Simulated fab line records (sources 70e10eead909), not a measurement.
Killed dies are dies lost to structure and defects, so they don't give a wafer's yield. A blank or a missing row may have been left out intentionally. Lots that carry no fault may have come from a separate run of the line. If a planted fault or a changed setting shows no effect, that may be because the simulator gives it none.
Which tool did it? | flow nand harc | 72 wafers from 24 lots sampled at 6 of the route's 1159 steps

== WHAT THE GAUGES READ, wafer by wafer ==
The record holds no reading of a measuring or inspecting step that can be judged against a usual standard deviation.

== EACH LOT AND THE TOOL THAT RAN IT (in order: tool; ch and the chambers of the sampled wafers; start) ==
lot  | NHARC_A_STAIRCASE_STRIP_238          | NHARC_A_STAIRCASE_STRIP_254          | NHARC_A_STAIRCASE_DEP_259       | NHARC_A_STAIRCASE_ETCH_452                    | NHARC_A_STAIRCASE_STRIP_295                   | NHARC_A_STAIRCASE_DEP_151
L074 | plasma asher-01 ch 0,1, day 11 03:29 | plasma asher-01 ch 0,1, day 11 05:02 | pecvd-04 ch 0,1,2, day 11 08:46 | rie diel-13 ch 1,2,3, day 12 10:22 or earlier | rie diel-13 ch 0,3, day 12 10:22 or earlier   | pecvd-02 ch 0,1,2, day 12 10:22
L075 | plasma asher-01 ch 0,1, day 11 15:52 | plasma asher-01 ch 1, day 11 17:32   | pecvd-02 ch 0,2, day 11 20:16   | rie diel-13 ch 0,2, day 12 20:35 or earlier   | rie diel-13 ch 0,2,3, day 12 20:35 or earlier | pecvd-02 ch 0,1, day 12 20:35
L076 | plasma asher-01 ch 0,1, day 11 18:43 | plasma asher-02 ch 0,1, day 11 20:17 | pecvd-02 ch 1,2, day 11 23:00   | rie diel-03 ch 0,3, day 12 20:31 or earlier   | rie diel-03 ch 0,2,3, day 12 20:31 or earlier | pecvd-04 ch 0,1,2, day 12 20:31
L077 | plasma asher-02 ch 0,1, day 11 19:37 | plasma asher-01 ch 1, day 11 21:19   | pecvd-04 ch 0,2, day 12 00:42   | rie diel-04 ch 0,2, day 13 04:52 or earlier   | rie diel-04 ch 0,2,3, day 13 04:52 or earlier | pecvd-02 ch 0,2, day 13 04:52
L078 | plasma asher-02 ch 0,1, day 12 01:29 | plasma asher-02 ch 0,1, day 12 03:03 | pecvd-04 ch 0,2, day 12 07:20   | rie diel-03 ch 1,2,3, day 13 08:58 or earlier | rie diel-03 ch 0,2,3, day 13 08:58 or earlier | pecvd-04 ch 0,1, day 13 08:58
L079 | plasma asher-01 ch 0,1, day 12 10:20 | plasma asher-01 ch 0, day 12 11:56   | pecvd-03 ch 0,1,2, day 12 14:32 | rie diel-04 ch 1,2,3, day 13 14:08 or earlier | rie diel-04 ch 1,2, day 13 14:08 or earlier   | pecvd-04 ch 1,2, day 13 14:08
L081 | plasma asher-02 ch 0,1, day 12 20:42 | plasma asher-02 ch 0,1, day 12 22:13 | pecvd-02 ch 1,2, day 13 01:25   | rie diel-03 ch 1,2, day 14 03:46 or earlier   | rie diel-03 ch 1,3, day 14 03:46 or earlier   | pecvd-02 ch 0,1,2, day 14 03:46
L080 | plasma asher-01 ch 0,1, day 13 09:07 | plasma asher-01 ch 0,1, day 13 10:51 | pecvd-03 ch 1,2, day 13 17:21   | rie diel-04 ch 1,3, day 15 02:29 or earlier   | rie diel-04 ch 1,2,3, day 15 02:29 or earlier | pecvd-03 ch 0,1, day 15 02:29
L084 | plasma asher-02 ch 0,1, day 13 15:13 | plasma asher-01 ch 0,1, day 13 16:57 | pecvd-04 ch 1,2, day 13 23:07   | rie diel-04 ch 0,3, day 15 02:29 or earlier   | rie diel-04 ch 0,1,3, day 15 02:29 or earlier | pecvd-04 ch 1,2, day 15 02:29
L082 | plasma asher-01 ch 0,1, day 13 15:25 | plasma asher-01 ch 0,1, day 13 17:14 | pecvd-02 ch 1,2, day 14 00:28   | rie diel-03 ch 0,2,3, day 15 03:37 or earlier | rie diel-03 ch 0,1,2, day 15 03:37 or earlier | pecvd-03 ch 1,2, day 15 03:37
L083 | plasma asher-01 ch 0,1, day 13 16:14 | plasma asher-02 ch 0,1, day 13 17:59 | pecvd-04 ch 1,2, day 14 00:38   | rie diel-04 ch 0,1,2, day 15 03:09 or earlier | rie diel-04 ch 0,2,3, day 15 03:09 or earlier | pecvd-04 ch 1,2, day 15 03:09
L085 | plasma asher-02 ch 0,1, day 14 00:34 | plasma asher-01 ch 0,1, day 14 02:13 | pecvd-04 ch 0,1,2, day 14 04:59 | rie diel-03 ch 0,3, day 15 02:58 or earlier   | rie diel-03 ch 2,3, day 15 02:58 or earlier   | pecvd-03 ch 0,2, day 15 02:58
L086 | plasma asher-01 ch 0,1, day 15 06:13 | plasma asher-02 ch 0,1, day 15 07:49 | pecvd-04 ch 0,2, day 15 10:40   | rie diel-03 ch 0,1,2, day 16 17:38 or earlier | rie diel-03 ch 1,2,3, day 16 17:38 or earlier | pecvd-02 ch 1,2, day 16 17:38
L088 | plasma asher-01 ch 0,1, day 15 06:33 | plasma asher-01 ch 0,1, day 15 08:07 | pecvd-04 ch 0,2, day 15 10:59   | rie diel-13 ch 1,2,3, day 16 18:13 or earlier | rie diel-13 ch 0,1,3, day 16 18:13 or earlier | pecvd-02 ch 1,2, day 16 18:13
L087 | plasma asher-02 ch 0,1, day 15 06:37 | plasma asher-02 ch 0,1, day 15 08:23 | pecvd-02 ch 0,1,2, day 15 12:22 | rie diel-04 ch 0,1,3, day 16 17:38 or earlier | rie diel-04 ch 0,1,2, day 16 17:38 or earlier | pecvd-03 ch 0,1,2, day 16 17:38
L089 | plasma asher-02 ch 0,1, day 15 09:28 | plasma asher-01 ch 0, day 15 11:23   | pecvd-02 ch 0,1,2, day 15 14:34 | rie diel-13 ch 1,2, day 16 18:19 or earlier   | rie diel-13 ch 0,1,2, day 16 18:19 or earlier | pecvd-03 ch 0,1, day 16 18:19
L091 | plasma asher-01 ch 0,1, day 15 10:22 | plasma asher-02 ch 0,1, day 15 11:53 | pecvd-03 ch 0,1,2, day 15 15:49 | rie diel-04 ch 2,3, day 16 18:52 or earlier   | rie diel-04 ch 0,1,3, day 16 18:52 or earlier | pecvd-02 ch 0,1,2, day 16 18:52
L090 | plasma asher-02 ch 0,1, day 15 11:10 | plasma asher-01 ch 0,1, day 15 12:52 | pecvd-02 ch 0,2, day 15 21:49   | rie diel-04 ch 0,1,3, day 17 03:38 or earlier | rie diel-04 ch 0,1,3, day 17 03:38 or earlier | pecvd-03 ch 1,2, day 17 03:38
L092 | plasma asher-02 ch 0,1, day 15 13:23 | plasma asher-02 ch 0,1, day 15 15:08 | pecvd-03 ch 0,1,2, day 16 01:31 | rie diel-13 ch 0,2, day 17 11:29 or earlier   | rie diel-13 ch 0,1,3, day 17 11:29 or earlier | pecvd-02 ch 0,1, day 17 11:29
L094 | plasma asher-01 ch 0,1, day 16 16:58 | plasma asher-02 ch 0,1, day 16 18:31 | pecvd-02 ch 0,1, day 17 02:55   | rie diel-04 ch 0,1,3, day 18 03:22 or earlier | rie diel-04 ch 0,1,3, day 18 03:22 or earlier | pecvd-02 ch 1,2, day 18 03:22
L093 | plasma asher-02 ch 0,1, day 16 17:38 | plasma asher-02 ch 0,1, day 16 19:21 | pecvd-02 ch 0,1, day 17 03:04   | rie diel-04 ch 0,1, day 18 03:22 or earlier   | rie diel-04 ch 2,3, day 18 03:22 or earlier   | pecvd-03 ch 1,2, day 18 03:22
L096 | plasma asher-02 ch 0,1, day 16 19:46 | plasma asher-02 ch 0,1, day 16 21:39 | pecvd-02 ch 0,2, day 17 03:34   | rie diel-03 ch 2,3, day 18 03:34 or earlier   | rie diel-03 ch 2,3, day 18 03:34 or earlier   | pecvd-04 ch 0,1, day 18 03:34
L095 | plasma asher-02 ch 0,1, day 16 20:46 | plasma asher-02 ch 0,1, day 16 22:17 | pecvd-03 ch 0,1,2, day 17 04:51 | rie diel-13 ch 0,1,2, day 18 09:13 or earlier | rie diel-13 ch 1,2,3, day 18 09:13 or earlier | pecvd-03 ch 0,1, day 18 09:13
L097 | plasma asher-02 ch 1, day 17 08:09   | plasma asher-01 ch 0,1, day 17 09:48 | pecvd-03 ch 0,1,2, day 17 14:16 | rie diel-04 ch 1,2,3, day 18 13:20 or earlier | rie diel-04 ch 1,2, day 18 13:20 or earlier   | pecvd-04 ch 0,1,2, day 18 13:20
- NHARC_A_STAIRCASE_STRIP_238: strips in O2.
- NHARC_A_STAIRCASE_STRIP_254: strips in O2.
- NHARC_A_STAIRCASE_DEP_259: deposits SiON, target thk 30 nm.
- NHARC_A_STAIRCASE_ETCH_452: etches the open film in CF4/O2, target depth 30 nm, overetch 3 nm, time 16.5 s.
- NHARC_A_STAIRCASE_STRIP_295: strips in O2.
- NHARC_A_STAIRCASE_DEP_151: deposits SiO2, target thk 3800 nm.

== AS READ BY THE TOOLS THEMSELVES (means over the sampled wafers that have a number; for cases with no such wafer, the mark the record gives instead) ==
NHARC_A_STAIRCASE_STRIP_238.
lot  | tool            | drypump motor current A (A) | heater power w (W)
L074 | plasma asher-01 | 5.8                         | 326
L075 | plasma asher-01 | 5.8                         | 331
L076 | plasma asher-01 | 5.8                         | 326
L077 | plasma asher-02 | 5.5                         | 356
L078 | plasma asher-02 | 5.2                         | 313
L079 | plasma asher-01 | 5.8                         | 332
L081 | plasma asher-02 | 5.3                         | 319
L080 | plasma asher-01 | 6.0                         | 350
L084 | plasma asher-02 | 5.3                         | 315
L082 | plasma asher-01 | 5.8                         | 336
L083 | plasma asher-01 | 5.7                         | 344
L085 | plasma asher-02 | 5.5                         | 353
L086 | plasma asher-01 | 6.0                         | 348
L088 | plasma asher-01 | 5.8                         | 342
L087 | plasma asher-02 | 5.5                         | 354
L089 | plasma asher-02 | 5.5                         | 351
L091 | plasma asher-01 | 6.0                         | 345
L090 | plasma asher-02 | 5.3                         | 312
L092 | plasma asher-02 | 5.3                         | 314
L094 | plasma asher-01 | 6.0                         | 350
L093 | plasma asher-02 | 5.5                         | 356
L096 | plasma asher-02 | 5.3                         | 319
L095 | plasma asher-02 | 5.5                         | 363
L097 | plasma asher-02 | 5.1                         | 288

NHARC_A_STAIRCASE_STRIP_254.
lot  | tool            | drypump motor current A (A) | heater power w (W)
L074 | plasma asher-01 | 5.8                         | 326
L075 | plasma asher-01 | 6.2                         | 340
L076 | plasma asher-02 | 5.5                         | 350
L077 | plasma asher-01 | 6.2                         | 346
L078 | plasma asher-02 | 5.3                         | 321
L079 | plasma asher-01 | 5.5                         | 315
L081 | plasma asher-02 | 5.3                         | 324
L080 | plasma asher-01 | 6.0                         | 344
L084 | plasma asher-01 | 6.0                         | 345
L082 | plasma asher-01 | 5.8                         | 338
L083 | plasma asher-02 | 5.5                         | 351
L085 | plasma asher-01 | 5.8                         | 338
L086 | plasma asher-02 | 5.5                         | 350
L088 | plasma asher-01 | 6.0                         | 345
L087 | plasma asher-02 | 5.3                         | 317
L089 | plasma asher-01 | 5.6                         | 335
L091 | plasma asher-02 | 5.3                         | 316
L090 | plasma asher-01 | 6.0                         | 339
L092 | plasma asher-02 | 5.3                         | 313
L094 | plasma asher-02 | 5.5                         | 358
L093 | plasma asher-02 | 5.3                         | 322
L096 | plasma asher-02 | 5.3                         | 322
L095 | plasma asher-02 | 5.6                         | 358
L097 | plasma asher-01 | 6.0                         | 349

NHARC_A_STAIRCASE_DEP_259.
lot  | tool     | heater power w (W)
L074 | pecvd-04 | 690
L075 | pecvd-02 | 706
L076 | pecvd-02 | 695
L077 | pecvd-04 | 640
L078 | pecvd-04 | 622
L079 | pecvd-03 | 789
L081 | pecvd-02 | 778
L080 | pecvd-03 | 824
L084 | pecvd-04 | 759
L082 | pecvd-02 | 679
L083 | pecvd-04 | 712
L085 | pecvd-04 | 683
L086 | pecvd-04 | 630
L088 | pecvd-04 | 706
L087 | pecvd-02 | 743
L089 | pecvd-02 | 722
L091 | pecvd-03 | 788
L090 | pecvd-02 | 709
L092 | pecvd-03 | 831
L094 | pecvd-02 | 725
L093 | pecvd-02 | 747
L096 | pecvd-02 | 686
L095 | pecvd-03 | 843
L097 | pecvd-03 | 788

NHARC_A_STAIRCASE_ETCH_452.
lot  | tool        | drypump motor current A (A) | oes product au (a.u.) | rf vpp V (V) | showerhead plenum p Torr (Torr) | throttle valve pct (%)
L074 | rie diel-13 | 5.7                         | 1.000                 | 197.2        | 1.32                            | 13.403
L075 | rie diel-13 | 5.7                         | 0.992                 | 198.2        | 1.36                            | 13.398
L076 | rie diel-03 | 6.1                         | 1.015                 | 197.5        | 1.32                            | 13.404
L077 | rie diel-04 | 6.0                         | 1.000                 | 198.1        | 1.36                            | 13.404
L078 | rie diel-03 | 6.1                         | 0.992                 | 197.8        | 1.31                            | 13.399
L079 | rie diel-04 | 5.3                         | 1.001                 | 197.5        | 1.32                            | 13.407
L081 | rie diel-03 | 6.1                         | 0.995                 | 196.2        | 1.26                            | 13.394
L080 | rie diel-04 | 5.3                         | 0.996                 | 196.4        | 1.28                            | 13.399
L084 | rie diel-04 | 6.0                         | 1.000                 | 196.9        | 1.29                            | 13.398
L082 | rie diel-03 | 6.1                         | 1.001                 | 198.4        | 1.30                            | 13.390
L083 | rie diel-04 | 5.7                         | 0.992                 | 197.5        | 1.35                            | 13.393
L085 | rie diel-03 | 6.1                         | 1.004                 | 197.5        | 1.32                            | 13.397
L086 | rie diel-03 | 6.1                         | 1.001                 | 196.3        | 1.27                            | 13.395
L088 | rie diel-13 | 5.7                         | 0.996                 | 197.0        | 1.31                            | 13.412
L087 | rie diel-04 | 5.7                         | 0.991                 | 197.3        | 1.31                            | 13.401
L089 | rie diel-13 | 5.6                         | 0.998                 | 198.0        | 1.32                            | 13.390
L091 | rie diel-04 | 5.6                         | 0.993                 | 196.2        | 1.28                            | 13.397
L090 | rie diel-04 | 5.7                         | 0.995                 | 197.1        | 1.31                            | 13.396
L092 | rie diel-13 | 5.7                         | 0.981                 | 198.8        | 1.36                            | 13.400
L094 | rie diel-04 | 5.7                         | 1.002                 | 196.7        | 1.31                            | 13.404
L093 | rie diel-04 | 6.0                         | 1.004                 | 199.0        | 1.34                            | 13.393
L096 | rie diel-03 | 6.0                         | 0.998                 | 196.7        | 1.29                            | 13.402
L095 | rie diel-13 | 5.6                         | 0.998                 | 197.6        | 1.34                            | 13.401
L097 | rie diel-04 | 5.3                         | 0.993                 | 197.3        | 1.31                            | 13.402

NHARC_A_STAIRCASE_STRIP_295.
lot  | tool        | drypump motor current A (A) | oes product au (a.u.) | rf vpp V (V) | showerhead plenum p Torr (Torr) | throttle valve pct (%)
L074 | rie diel-13 | 6.0                         | 0.983                 | 57.4         | 3.37                            | 17.042
L075 | rie diel-13 | 5.8                         | 0.987                 | 57.5         | 3.53                            | 17.041
L076 | rie diel-03 | 6.1                         | 1.002                 | 57.1         | 3.46                            | 17.043
L077 | rie diel-04 | 6.0                         | 1.003                 | 57.1         | 3.50                            | 17.038
L078 | rie diel-03 | 6.1                         | 1.008                 | 56.6         | 3.46                            | 17.044
L079 | rie diel-04 | 5.3                         | 0.992                 | 57.6         | 3.56                            | 17.039
L081 | rie diel-03 | 6.3                         | 0.993                 | 58.4         | 3.50                            | 17.031
L080 | rie diel-04 | 5.3                         | 0.998                 | 56.6         | 3.48                            | 17.027
L084 | rie diel-04 | 5.7                         | 0.999                 | 58.5         | 3.48                            | 17.033
L082 | rie diel-03 | 6.1                         | 0.998                 | 57.1         | 3.37                            | 17.037
L083 | rie diel-04 | 6.0                         | 0.991                 | 57.3         | 3.50                            | 17.034
L085 | rie diel-03 | 6.1                         | 0.987                 | 58.5         | 3.53                            | 17.033
L086 | rie diel-03 | 6.2                         | 0.985                 | 57.8         | 3.45                            | 17.039
L088 | rie diel-13 | 5.9                         | 1.006                 | 57.1         | 3.38                            | 17.033
L087 | rie diel-04 | 5.7                         | 0.995                 | 57.6         | 3.56                            | 17.035
L089 | rie diel-13 | 5.6                         | 0.984                 | 57.8         | 3.54                            | 17.041
L091 | rie diel-04 | 5.7                         | 0.996                 | 57.5         | 3.47                            | 17.042
L090 | rie diel-04 | 5.7                         | 0.998                 | 57.8         | 3.47                            | 17.035
L092 | rie diel-13 | 5.9                         | 1.005                 | 57.8         | 3.38                            | 17.041
L094 | rie diel-04 | 5.7                         | 1.000                 | 57.9         | 3.46                            | 17.037
L093 | rie diel-04 | 5.6                         | 0.997                 | 57.0         | 3.39                            | 17.044
L096 | rie diel-03 | 6.0                         | 0.995                 | 57.7         | 3.40                            | 17.034
L095 | rie diel-13 | 5.7                         | 1.003                 | 57.2         | 3.46                            | 17.022
L097 | rie diel-04 | 5.3                         | 0.997                 | 58.4         | 3.54                            | 17.035

NHARC_A_STAIRCASE_DEP_151.
lot  | tool     | heater power w (W)
L074 | pecvd-02 | 643
L075 | pecvd-02 | 621
L076 | pecvd-04 | 617
L077 | pecvd-02 | 596
L078 | pecvd-04 | 568
L079 | pecvd-04 | 640
L081 | pecvd-02 | 602
L080 | pecvd-03 | 628
L084 | pecvd-04 | 637
L082 | pecvd-03 | 732
L083 | pecvd-04 | 669
L085 | pecvd-03 | 644
L086 | pecvd-02 | 665
L088 | pecvd-02 | 627
L087 | pecvd-03 | 673
L089 | pecvd-03 | 648
L091 | pecvd-02 | 616
L090 | pecvd-03 | 737
L092 | pecvd-02 | 663
L094 | pecvd-02 | 651
L093 | pecvd-03 | 724
L096 | pecvd-04 | 507
L095 | pecvd-03 | 637
L097 | pecvd-04 | 569

== THE ANSWER, worked out from the rows above alone ==
Rule: what is usual is taken from the lots themselves. Put in order of their means at a reading, lots are off if they are a third of the lots or fewer, leave a main group of 4 or more, and stand apart from it by a gap of 3 or more times the standard deviation of the main group's means; of several such gaps the widest counts. Not used: any main group whose means are identical at the precision the tables above print for the reading. A lot without any number at a reading at which 4 lots or more have one is off too. All remaining lots with rows at the step are treated as sound. After the gauges, taken in route order, come the tools' own readings; for these a lot's mean is taken, as printed above. At the first step where some lot is off, the reading lying furthest off is the one used; lots without a number count as furthest.
No lot is off at any reading shown: from this, nothing can be told.

== WHAT THE SIMULATOR HAD INSERTED ==
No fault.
